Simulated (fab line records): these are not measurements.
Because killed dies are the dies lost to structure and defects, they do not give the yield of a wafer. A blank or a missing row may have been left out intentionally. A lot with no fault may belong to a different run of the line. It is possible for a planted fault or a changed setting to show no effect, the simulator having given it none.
fab line records	flow n5_finfet
[record] lots = 9	wafers = 27	last_day = 20
route steps=1938 shown MOL_CONTACT_COAG@535 BEOL_M4@1111 PASSIVATION@1936
lots with no fault: from the same line, run without faults
start_h: the number of hours between the record's first day and the start of the first shown wafer of the lot	wait_h: how many hours have passed since the lot's step before this one	" same as the row above	L1.1+2: a row that stands for several wafers	- no value present, or no start provided	* or withheld: withheld	< > ~ a bound
route shown NAME@n: a module of which the file shows steps, and the number in the route of the first	usual: average and standard deviation across the fault-free wafers	same: alike in all rows	chamber/n: place in a boat	sites: each site's reading	_std_site: standard deviation across them	_edge_site: inner sites' mean taken away from outer sites' mean	radius_mm: for every site, how far away it sits from the centre of the wafer	mask NAME#n: copy n	behind: the tool/chamber that last shaped the wafer	hold: the reason the lot was held/the length of the hold in hours/how it ended	device: transistor that didn't switch, given as n, p or np	end of line: tests run on the same wafers once the route is complete	step lacking rows: just its recipe	killed: at the first sort, the dies lost to defects and structure; wafer yield is something else	map: per-die view of a wafer (x killed, . not killed, _ where there is no die)
set.NAME: setting as actually run; set.NAME@STEP: the setting as run at that earlier step	model.NAME: the simulator's own value behind a step, which no gauge read
steps of the route over a sample of lots; a table a step, a row a wafer
services: from which hour (start_h, from the record's first day; less than 0 if before it) a tool's chamber was out of use, for how many hours, and why
[[steps]]
[step N5_MOL_CONTACT_COAG_CONTACT_ETCH_14]
[recipe] chemistry = C4F6/O2	target = SiO2	target_depth_a = 275	overetch_a = 85	mask_material = SOC	pressure_mtorr = 30	source_w = 370	bias_w = 185	Ar_flow_sccm = 300	C4F6_flow_sccm = 16	O2_flow_sccm = 10	time_s = 20	ion_energy_ev = 259.6
[usual] C4F6_flow_sccm = 16.00/0.045	bias_w = 185.0/0.6	drypump_motor_current_A = 5.8/0.56	oes_product_au = 0.67/0.075	rf_vpp_V = 692/3.6	showerhead_plenum_p_Torr = 2.86/0.11	throttle_valve_pct = 21.17/0.27
lot.wafer	tool	chamber	start_h	wait_h	C4F6_flow_sccm	bias_w	drypump_motor_current_A	oes_product_au	rf_hours_counter_h	rf_vpp_V	showerhead_plenum_p_Torr	throttle_valve_pct
L799.3	rie_diel-03	3	93.91	0.0	16.01	184.6	6.0	0.58	221	688	2.73	21.27
L799.4	"	1	"	"	16.03	184.5	6.3	0.77	-	691	2.81	21.42
L799.6	"	3	"	"	16.03	184.7	6.0	0.58	-	688	2.73	21.26
L800.1	rie_diel-02	1	99.91	0.0	15.89	184.7	5.7	0.84	1	690	2.82	20.77
L800.5	"	1	"	"	16.02	184.7	5.7	0.84	-	691	2.82	20.76
L800.6	"	2	"	"	16.04	184.1	6.5	0.67	-	690	2.76	21.08
L804.1	rie_diel-03	1	123.52	0.0	15.99	186.2	6.3	0.76	31	690	2.81	21.43
L804.5	"	0	"	"	16.06	183.7	5.0	0.61	-	692	2.86	20.97
L804.6	"	1	"	"	15.97	184.8	6.3	0.76	-	689	2.81	21.42
L805.2	rie_diel-03	2	128.49	0.0	16.02	184.8	5.7	0.57	243	688	2.74	21.48
L805.5	"	3	"	"	16.00	184.0	6.0	0.57	-	688	2.73	21.27
L805.6	"	0	"	"	15.96	184.7	5.0	0.61	-	692	2.86	20.97
L815.2	rie_diel-02	0	192.59	0.0	15.99	186.0	5.3	0.72	43	697	3.07	21.45
L815.3	"	3	"	"	15.96	185.9	6.8	0.69	78	697	3.02	21.31
L815.4	"	2	"	"	16.01	185.5	6.5	0.66	153	689	2.75	21.16
L816.2	rie_diel-02	0	201.18	0.0	15.98	184.6	5.3	0.72	46	698	3.07	21.45
L816.5	"	3	"	"	16.02	185.2	6.8	0.68	-	698	3.02	21.32
L816.6	"	0	"	"	15.95	184.9	5.3	0.72	-	697	3.07	21.47
L818.1	rie_diel-05	1	212.65	0.0	16.05	185.4	5.2	0.60	224	693	2.83	21.05
L818.4	"	3	"	"	16.03	184.2	5.3	0.62	-	693	2.87	21.06
L818.6	"	1	"	"	16.01	185.2	5.1	0.60	-	691	2.83	21.04
L820.3	rie_diel-05	2	220.18	0.0	15.96	185.5	5.9	0.70	88	695	2.88	20.81
L820.4	"	2	"	"	15.98	185.2	5.9	0.70	-	694	2.88	20.80
L820.5	"	3	"	"	15.96	183.9	5.3	0.62	-	692	2.86	21.07
L821.3	rie_diel-03	2	230.86	0.0	16.05	184.7	5.7	0.79	25	700	3.06	21.23
L821.4	"	3	"	"	16.09	185.3	6.0	0.83	4	699	3.06	20.92
L821.6	"	2	"	"	16.00	185.3	5.7	0.78	-	699	3.06	21.20
[step N5_MOL_CONTACT_COAG_SPUTTER_130]
[recipe] material = Co	target_thk_a = 475	temp_c = 25	chamber_pressure_pa = 0.5	power_w = 3000
[usual] throttle_valve_pct = 29.8/0.89
lot.wafer	tool	chamber	start_h	wait_h	throttle_valve_pct
L799.3	pvd_sputter-01	-	99.04	0.0	28.6
L799.4	"	-	"	"	28.8
L799.6	"	-	"	"	31.3
L800.1	pvd_sputter-03	-	106.16	0.0	28.6
L800.5	"	-	"	"	30.6
L800.6	"	-	"	"	30.3
L804.1	pvd_sputter-02	-	128.10	0.0	29.2
L804.5	"	-	"	"	29.1
L804.6	"	-	"	"	29.5
L805.2	pvd_sputter-02	-	133.79	0.0	29.3
L805.5	"	-	"	"	30.5
L805.6	"	-	"	"	30.8
L815.2	pvd_sputter-01	-	198.85	0.0	28.8
L815.3	"	-	"	"	28.5
L815.4	"	-	"	"	31.2
L816.2	pvd_sputter-02	-	206.55	0.0	29.2
L816.5	"	-	"	"	29.1
L816.6	"	-	"	"	29.5
L818.1	pvd_sputter-01	-	219.24	0.0	28.8
L818.4	"	-	"	"	28.8
L818.6	"	-	"	"	28.4
L820.3	pvd_sputter-02	-	225.60	0.0	29.2
L820.4	"	-	"	"	30.4
L820.5	"	-	"	"	29.3
L821.3	pvd_sputter-02	-	237.18	0.0	28.8
L821.4	"	-	"	"	30.8
L821.6	"	-	"	"	29.2
[step N5_MOL_CONTACT_COAG_COAT_76]
[recipe] resist = SiARC	temp_c = 220	time_s = 60	spin_rpm = 1500	resist_thk_nm = 10
[usual] spin_speed_rpm = 1500.0/1
lot.wafer	tool	chamber	start_h	wait_h	spin_speed_rpm
L799.3	litho_track-02	0	102.79	-	1497.8
L799.4	"	0	"	"	1500.8
L799.6	"	0	"	"	1500.3
L800.1	litho_track-01	0	110.12	-	1499.8
L800.5	"	0	"	"	1499.2
L800.6	"	0	"	"	1500.4
L804.1	litho_track-02	0	131.58	-	1583.6
L804.5	"	0	"	"	1581.6
L804.6	"	0	"	"	1583.1
L805.2	litho_track-02	0	137.82	-	1582.7
L805.5	"	0	"	"	1581.7
L805.6	"	0	"	"	1582.7
L815.2	litho_track-02	0	202.33	-	1501.0
L815.3	"	0	"	"	1500.2
L815.4	"	0	"	"	1501.4
L816.2	litho_track-02	0	210.14	-	1499.3
L816.5	"	0	"	"	1500.6
L816.6	"	0	"	"	1500.6
L818.1	litho_track-05	0	222.72	-	1500.8
L818.4	"	0	"	"	1500.6
L818.6	"	0	"	"	1500.2
L820.3	litho_track-01	0	229.08	-	1499.1
L820.4	"	0	"	"	1499.7
L820.5	"	0	"	"	1501.2
L821.3	litho_track-05	0	240.74	-	1498.8
L821.4	"	0	"	"	1499.3
L821.6	"	0	"	"	1500.9
[step N5_MOL_CONTACT_COAG_ETCH_89]
[recipe] chemistry = N2/H2	target = underlayer	target_depth_a = 130	mask_material = CAR-EUV	time_s = 10.4	ion_energy_ev = 200	pressure_mtorr = 30	source_w = 840	bias_w = 150	n2_flow_sccm = 200	h2_flow_sccm = 200	ends = cleared
[usual] bias_w = 150.0/0.41	drypump_motor_current_A = 5.9/0.59	etch_rf_on_time_s = 10.32/0.23	n2_flow_sccm = 200.1/0.6	oes_product_au = 0.70/0.076	rf_vpp_V = 524/3.2	showerhead_plenum_p_Torr = 2.56/0.11	throttle_valve_pct = 17.81/0.21
lot.wafer	tool	chamber	start_h	wait_h	bias_w	drypump_motor_current_A	etch_rf_on_time_s	n2_flow_sccm	oes_product_au	rf_hours_counter_h	rf_vpp_V	showerhead_plenum_p_Torr	throttle_valve_pct
L799.3	rie_diel-02	0	103.31	0.0	150.4	5.3	10.45	199.1	0.77	11	528	2.71	17.80
L799.4	"	2	"	"	150.0	6.4	10.20	199.9	0.69	120	522	2.46	17.83
L799.6	"	3	"	"	149.7	6.8	9.89	199.2	0.74	-	530	2.71	18.00
L800.1	rie_diel-02	1	110.56	0.0	150.8	5.6	10.55	200.7	0.82	4	522	2.51	17.55
L800.5	"	0	"	"	149.7	5.3	10.70	200.2	0.77	-	529	2.71	17.78
L800.6	"	3	"	"	150.5	6.8	9.95	200.0	0.74	-	527	2.71	18.00
L804.1	rie_diel-05	1	132.14	0.0	150.4	5.1	10.43	201.0	0.62	194	522	2.52	17.58
L804.5	"	0	"	"	150.3	6.4	10.50	199.6	0.59	-	521	2.41	18.29
L804.6	"	1	"	"	150.3	5.1	10.49	200.6	0.62	-	523	2.52	17.59
L805.2	rie_diel-03	0	138.31	0.0	150.3	5.0	10.41	199.5	0.60	196	523	2.51	17.66
L805.5	"	2	"	"	149.8	5.7	10.33	199.3	0.57	-	520	2.39	17.97
L805.6	"	3	"	"	149.3	6.0	10.01	199.6	0.59	-	518	2.41	17.98
L815.2	rie_diel-02	2	202.78	0.0	149.2	6.5	10.26	199.7	0.66	157	521	2.44	17.89
L815.3	"	1	"	"	150.1	5.6	10.47	200.4	0.75	35	521	2.50	17.62
L815.4	"	3	"	"	150.1	6.8	9.98	201.7	0.69	82	528	2.69	18.05
L816.2	rie_diel-05	1	210.70	0.0	149.6	5.1	10.50	199.9	0.61	223	523	2.51	17.64
L816.5	"	2	"	"	150.5	5.8	10.33	199.2	0.71	-	523	2.56	17.44
L816.6	"	3	"	"	150.3	5.3	10.43	200.0	0.62	-	524	2.54	17.86
L818.1	rie_diel-02	0	223.28	0.0	150.4	5.3	10.68	200.6	0.70	55	526	2.69	17.85
L818.4	"	1	"	"	149.1	5.6	10.59	199.2	0.74	42	521	2.49	17.63
L818.6	"	3	"	"	150.1	6.8	10.14	198.9	0.68	-	527	2.69	18.06
L820.3	rie_diel-03	2	229.65	0.0	149.5	5.8	10.15	200.6	0.81	24	529	2.69	17.61
L820.4	"	1	"	"	150.0	6.3	10.10	200.3	0.72	72	521	2.48	18.16
L820.5	"	1	"	"	150.0	6.3	10.12	200.2	0.72	-	521	2.48	18.16
L821.3	rie_diel-03	0	241.31	0.0	150.2	5.0	10.39	201.0	0.58	241	522	2.50	17.72
L821.4	"	3	"	"	150.1	6.0	9.80	200.4	0.84	-	530	2.72	17.58
L821.6	"	1	"	"	150.1	6.3	10.16	199.8	0.71	-	523	2.48	18.16
[step N5_BEOL_M4_RC_MEAS_101]
[usual] DIBL_N = 37.0/1.6	DIBL_P = 37.0/2.1	IOFF_N = 0.17/0.032	IOFF_P = 0.22/0.043	ION_N = 679/13	ION_P = 465/9.5	SS_N = 71.7/0.59	SS_P = 73.6/0.64	VT_N = 249/3.2	VT_P = -249/4.1
lot.wafer	tool	chamber	start_h	wait_h	DIBL_N[mV/V]	DIBL_P[mV/V]	IOFF_N[nA/um]	IOFF_P[nA/um]	ION_N[uA/um]	ION_P[uA/um]	SS_N[mV/dec]	SS_P[mV/dec]	VT_N[mV]	VT_P[mV]
L799.3	prober-01	0	229.90	0.3	36.1	36.0	0.16	0.21	678	468	71.3	73.6	247	-248
L799.4	"	0	"	"	37.5	37.2	0.19	0.23	689	465	71.9	73.3	245	-249
L799.6	"	0	"	"	37.3	38.1	0.18	0.24	684	471	71.9	73.5	245	-250
L800.1	prober-01	0	239.38	0.0	37.1	37.7	0.15	0.20	663	453	72.1	74.2	252	-254
L800.5	"	0	"	"	36.9	37.9	0.15	0.20	678	467	71.6	74.0	253	-254
L800.6	"	0	"	"	35.1	35.9	0.13	0.19	679	467	71.2	73.1	253	-250
L805.2	prober-01	0	277.87	0.2	39.5	38.6	0.20	0.24	681	461	72.1	72.5	247	-249
L805.5	"	0	"	"	39.2	38.2	0.19	0.23	679	465	71.4	73.8	250	-249
L805.6	"	0	"	"	38.1	37.6	0.16	0.23	688	471	71.3	73.8	249	-249
L804.1	prober-02	0	298.56	0.0	35.3	36.0	0.17	0.23	687	472	71.3	73.0	247	-247
L804.5	"	0	"	"	35.4	36.8	0.17	0.25	696	477	70.7	73.4	248	-247
L804.6	"	0	"	"	36.9	38.3	0.19	0.26	679	464	71.1	73.2	249	-247
L815.2	prober-01	0	342.48	0.3	39.9	43.9	0.27	0.38	698	481	72.1	75.1	241	-241
L815.3	"	0	"	"	34.1	37.2	0.14	0.22	659	458	71.6	73.2	249	-251
L815.4	"	0	"	"	33.9	35.6	0.14	0.20	655	453	71.4	73.2	251	-249
L816.2	prober-02	0	363.81	0.2	36.9	37.1	0.17	0.22	685	469	71.9	73.2	249	-251
L816.5	"	0	"	"	36.9	37.8	0.16	0.24	666	461	71.8	73.5	252	-251
L816.6	"	0	"	"	36.6	35.7	0.16	0.21	689	467	71.4	73.7	250	-250
L818.1	prober-01	0	367.91	0.0	36.6	36.5	0.17	0.20	679	456	71.8	73.6	247	-254
L818.4	"	0	"	"	34.4	34.2	0.13	0.17	667	457	70.5	72.9	251	-253
L818.6	"	0	"	"	34.6	34.8	0.14	0.18	679	464	70.6	73.1	251	-252
L820.3	prober-02	0	375.05	0.3	38.4	39.5	0.22	0.32	700	492	71.9	74.2	243	-240
L820.4	"	0	"	"	39.6	40.4	0.26	0.36	719	489	72.6	75.2	241	-240
L820.5	"	0	"	"	39.7	40.2	0.25	0.35	707	487	72.2	74.7	242	-238
L821.3	prober-01	0	377.48	0.3	35.9	33.4	0.13	0.17	649	447	71.5	72.9	253	-255
L821.4	"	0	"	"	35.7	34.1	0.14	0.18	667	449	71.5	73.3	248	-253
L821.6	"	0	"	"	36.5	36.1	0.16	0.22	661	460	72.2	73.4	249	-251
[step N5_PASSIVATION_PROBE_49]
[usual] defect_limited_yield = 91.2/1.6	killed_at_M0_to_M3 = 33/11	killed_at_M4_up = 14/5	killed_at_contacts = 12/5.8	killed_at_front_end = 41/12	killed_at_other = 3.5/2.9	killed_dies = 104/19	killed_on_rim = 13/4.2	killed_open = 68/14	killed_short = 34/8.8	sort_bin_4_leakage = 0.00/0.017	sort_bin_5_function = 5.2/1.1	sort_bin_6_memory = 3.2/0.71	sort_bin_8_speed = 0.00/0.0071	sort_n_pass = 1076/19	sort_yield_pct = 91.2/1.6
[same] gross_dies = 1180	killed_at_back_side = 0
lot.wafer	tool	chamber	start_h	wait_h	defect_limited_yield[%]	killed_at_M0_to_M3	killed_at_M4_up	killed_at_contacts	killed_at_front_end	killed_at_other	killed_dies	killed_on_rim	killed_open	killed_short	sort_bin_4_leakage[%]	sort_bin_5_function[%]	sort_bin_6_memory[%]	sort_bin_8_speed[%]	sort_n_pass	sort_yield_pct[%]
L800.1	prober-01	-	349.00	0.0	90.1	30	14	12	54	7	117	19	79	35	0	5.7	4.0	0	1063	90.1
L800.5	prober-01	-	349.20	0.2	91.4	37	13	5	45	1	101	9	61	39	0	4.7	3.5	0	1079	91.4
L800.6	prober-01	-	349.25	0.3	91.0	23	8	13	56	6	106	18	66	40	0	5.7	3.0	0	1074	91.0
L805.2	prober-02	-	385.76	0.1	91.9	31	11	18	35	1	96	15	68	28	0	4.5	3.5	0	1084	91.9
L805.5	prober-02	-	385.91	0.2	92.1	23	8	6	54	2	93	16	64	25	0	4.4	3.0	0	1087	92.1
L805.6	prober-02	-	385.96	0.3	92.7	20	8	8	46	4	86	14	63	22	0	4.2	3.0	0	1094	92.7
L804.1	prober-01	-	406.55	0.0	89.5	48	20	11	43	2	124	15	79	45	0	6.4	3.6	0	1056	89.5
L804.5	prober-01	-	406.75	0.2	90.8	34	11	11	50	3	109	7	63	46	0	5.8	3.1	0	1071	90.8
L804.6	prober-01	-	406.80	0.3	89.5	40	18	5	60	1	124	15	75	43	0	6.4	3.2	0	1056	89.5
L818.1	prober-01	-	468.90	0.0	90.6	53	9	20	24	5	111	18	74	37	0	5.5	3.8	0	1069	90.6
L818.4	prober-01	-	469.05	0.2	92.5	24	8	18	31	8	89	14	68	20	0	4.6	2.9	0	1091	92.5
L818.6	prober-01	-	469.15	0.3	90.2	41	12	4	56	3	116	13	90	26	0	6.0	3.6	0	1064	90.2
L816.2	prober-02	-	474.61	0.1	88.8	47	28	8	44	5	132	15	82	43	0	7.0	3.9	0	1048	88.8
L816.5	prober-02	-	474.76	0.2	89.4	35	19	6	63	2	125	23	78	39	0	5.8	4.1	0	1055	89.4
L816.6	prober-02	-	474.81	0.3	90.5	46	5	6	50	5	112	14	69	41	0	5.8	3.4	0	1068	90.5
L820.3	prober-01	-	484.73	0.1	90.4	52	18	7	36	0	113	14	78	33	0	5.3	4.1	0	1067	90.4
L820.4	prober-01	-	484.78	0.2	91.4	33	18	9	42	0	102	13	70	31	0.08	4.8	3.4	0	1077	91.3
L820.5	prober-01	-	484.83	0.2	89.3	49	11	13	53	0	126	16	95	30	0	6.4	4.2	0	1054	89.3
// killed by level:class
L800.1 STI_FIN_REVEAL:geometric_particle:open=13 FIN_SAQP:geometric_particle:short=10 DUMMY_GATE:geometric_particle:open=8 MOL_CONTACT_COAG:geometric_particle:open=8 BEOL_M0_SAQP:geometric_particle:open=7 BEOL_M3:geometric_particle:open=7 BEOL_M2:geometric_particle:open=6 BEOL_M1:geometric_particle:open=5
L800.5 BEOL_M2:geometric_particle:open=10 FIN_SAQP:geometric_particle:short=8 BEOL_M0_SAQP:geometric_particle:short=8 FIN_SAQP:geometric_particle:open=7 BEOL_M4:geometric_particle:open=7 GATE_CUT:geometric_particle:open=6 BEOL_M1:geometric_particle:open=6 STARTING-WAFER:geometric_particle:short=6
L800.6 FIN_SAQP:geometric_particle:short=17 FIN_SAQP:geometric_particle:open=13 MOL_CONTACT_COAG:geometric_particle:open=11 STI_FIN_REVEAL:geometric_particle:open=7 BEOL_M2:geometric_particle:open=7 BEOL_M4:geometric_particle:open=6 BEOL_M2:geometric_particle:short=5 BEOL_M1:geometric_particle:open=4
L805.2 MOL_CONTACT_COAG:geometric_particle:open=13 BEOL_M3:geometric_particle:open=9 FIN_SAQP:geometric_particle:open=6 BEOL_M1:geometric_particle:open=6 STI_FIN_REVEAL:geometric_particle:open=5 DUMMY_GATE:geometric_particle:open=5 MOL_CONTACT_COAG:geometric_particle:short=5 BEOL_M0:geometric_particle:open=5
L805.5 STI_FIN_REVEAL:geometric_particle:open=14 FIN_SAQP:geometric_particle:open=9 BEOL_M0_SAQP:geometric_particle:open=9 FIN_SAQP:geometric_particle:short=8 GATE_CUT:geometric_particle:short=5 MOL_CONTACT_COAG:geometric_particle:open=5 DUMMY_GATE:geometric_particle:open=4 BEOL_M3:geometric_particle:open=4
L805.6 FIN_SAQP:geometric_particle:open=17 GATE_CUT:geometric_particle:short=9 MOL_CONTACT_COAG:geometric_particle:open=7 STI_FIN_REVEAL:geometric_particle:open=6 BEOL_M0_SAQP:geometric_particle:short=5 BEOL_M2:geometric_particle:open=5 ILD0:geometric_particle:open=4 BEOL_M4:geometric_particle:open=4
L804.1 BEOL_M0_SAQP:geometric_particle:short=19 BEOL_M0_SAQP:geometric_particle:open=17 FIN_SAQP:geometric_particle:short=10 MOL_CONTACT_COAG:geometric_particle:open=10 BEOL_M4:geometric_particle:open=8 FIN_SAQP:geometric_particle:open=7 BEOL_M5:geometric_particle:open=7 STI_FIN_REVEAL:geometric_particle:open=6
L804.5 FIN_SAQP:geometric_particle:short=18 BEOL_M0_SAQP:geometric_particle:open=13 BEOL_M0_SAQP:geometric_particle:short=11 FIN_SAQP:geometric_particle:open=9 MOL_CONTACT_COAG:geometric_particle:open=9 GATE_CUT:geometric_particle:open=7 STARTING-WAFER:geometric_particle:open=4 BEOL_M4:geometric_particle:open=4
L804.6 BEOL_M0_SAQP:geometric_particle:short=15 DUMMY_GATE:geometric_particle:open=15 BEOL_M4:geometric_particle:open=12 BEOL_M0_SAQP:geometric_particle:open=12 FIN_SAQP:geometric_particle:open=9 FIN_SAQP:geometric_particle:short=8 HKMG_FIN:area_etch=6 STI_FIN_REVEAL:geometric_particle:open=5
L818.1 BEOL_M0_SAQP:geometric_particle:open=19 BEOL_M0_SAQP:geometric_particle:short=16 MOL_CONTACT_COAG:geometric_particle:open=15 BEOL_M2:geometric_particle:open=7 BEOL_M4:geometric_particle:open=6 DUMMY_GATE:geometric_particle:open=5 MOL_CONTACT_COAG:geometric_particle:short=5 BEOL_M3:geometric_particle:open=4
L818.4 STI_FIN_REVEAL:geometric_particle:open=15 MOL_CONTACT_COAG:geometric_particle:open=15 BEOL_M1:geometric_particle:open=12 BEOL_M2:geometric_particle:open=5 FIN_SAQP:geometric_particle:short=3 DUMMY_GATE:geometric_particle:open=3 MOL_CONTACT_COAG:geometric_particle:short=3 BEOL_M4:geometric_particle:open=3
L818.6 STI_FIN_REVEAL:geometric_particle:open=35 BEOL_M0_SAQP:geometric_particle:open=11 BEOL_M0_SAQP:geometric_particle:short=10 BEOL_M1:geometric_particle:open=7 FIN_SAQP:geometric_particle:open=5 BEOL_M2:geometric_particle:open=5 FIN_SAQP:geometric_particle:short=4 BEOL_M0:geometric_particle:open=4
L816.2 BEOL_M0_SAQP:geometric_particle:short=14 STI_FIN_REVEAL:geometric_particle:open=11 BEOL_M4:geometric_particle:open=11 BEOL_M0_SAQP:geometric_particle:open=9 BEOL_M2:geometric_particle:open=8 MOL_CONTACT_COAG:geometric_particle:open=7 FIN_SAQP:geometric_particle:open=6 FIN_SAQP:geometric_particle:short=6
L816.5 FIN_SAQP:geometric_particle:open=22 BEOL_M0_SAQP:geometric_particle:short=8 BEOL_M0_SAQP:geometric_particle:open=7 STARTING-WAFER:geometric_particle:short=7 FIN_SAQP:geometric_particle:short=6 BEOL_M3:geometric_particle:open=6 STI_FIN_REVEAL:geometric_particle:open=5 MOL_CONTACT_COAG:geometric_particle:open=5
L816.6 BEOL_M0_SAQP:geometric_particle:open=11 DUMMY_GATE:geometric_particle:open=10 FIN_SAQP:geometric_particle:short=9 BEOL_M0_SAQP:geometric_particle:short=9 FIN_SAQP:geometric_particle:open=7 BEOL_M1:geometric_particle:open=7 STI_FIN_REVEAL:geometric_particle:open=6 BEOL_M2:geometric_particle:open=6
L820.3 FIN_SAQP:geometric_particle:open=14 FIN_SAQP:geometric_particle:short=10 BEOL_M0_SAQP:geometric_particle:open=10 BEOL_M3:geometric_particle:open=9 BEOL_M0_SAQP:geometric_particle:short=9 MOL_CONTACT_COAG:geometric_particle:open=7 BEOL_M1:geometric_particle:open=7 BEOL_M2:geometric_particle:open=7
L820.4 FIN_SAQP:geometric_particle:open=13 BEOL_M4:geometric_particle:open=10 STI_FIN_REVEAL:geometric_particle:open=9 MOL_CONTACT_COAG:geometric_particle:open=9 FIN_SAQP:geometric_particle:short=8 BEOL_M3:geometric_particle:open=7 BEOL_M0:geometric_particle:open=5 ILD0:geometric_particle:short=4
L820.5 FIN_SAQP:geometric_particle:open=15 BEOL_M2:geometric_particle:open=13 BEOL_M1:geometric_particle:open=11 BEOL_M0:geometric_particle:open=9 MOL_CONTACT_COAG:geometric_particle:open=9 STI_FIN_REVEAL:geometric_particle:open=8 BEOL_M0_SAQP:geometric_particle:open=8 STARTING-WAFER:geometric_particle:open=7
[[services]]
tool	chamber	start_h	hours	kind
litho_track-02	-	73.70	-	consumable_replace:filter
rie_diel-02	1	80.63	-	clean
rie_diel-02	1	80.63	-	consumable_replace:focus_ring
rie_diel-02	1	80.63	17.0	scheduled_down
rie_diel-02	1	80.63	17.0	vent_cycle
rie_diel-03	2	92.46	1.3	repair
pvd_sputter-03	-	119.69	7.0	repair
pvd_sputter-02	-	123.05	1.0	repair
pvd_sputter-02	-	137.09	1.4	repair
rie_diel-03	-	145.13	5.1	repair
rie_diel-05	-	153.20	0.2	repair
rie_diel-03	2	155.59	-	clean
rie_diel-03	2	155.59	-	consumable_replace:focus_ring
rie_diel-03	2	155.59	-	consumable_replace:showerhead
rie_diel-03	2	155.59	19.7	scheduled_down
rie_diel-03	2	155.59	19.7	vent_cycle
rie_diel-02	1	172.00	5.8	repair
rie_diel-03	3	172.89	20.0	repair
rie_diel-05	0	200.20	-	clean
rie_diel-05	0	200.20	-	consumable_replace:focus_ring
rie_diel-05	0	200.20	-	consumable_replace:showerhead
rie_diel-05	0	200.20	24.7	scheduled_down
rie_diel-05	0	200.20	24.7	vent_cycle
rie_diel-03	2	231.55	11.5	repair
[[key]]
[first_sign] step = N5_MOL_CONTACT_COAG_COAT_76	reading = spin_speed_rpm	direction = up	sigmas = 80	usual = *	struck = *
effect none on later readings
met_at N5_MOL_CONTACT_COAG_COAT_76
struck_lots L804,L805
not_acting_at N5_MOL_CONTACT_COAG_CONTACT_ETCH_14,N5_MOL_CONTACT_COAG_SPUTTER_130,N5_MOL_CONTACT_COAG_ETCH_89
onset_between 102.79 131.58
[fault] kind = process_parameter_drift	tool = litho_track-02	chamber = -	onset_h = 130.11	steps = N5_MOL_CONTACT_COAG_COAT_76	channel = spin_rpm	offset = *	shape = step	end_h = 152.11	acts_in = *	stated = *
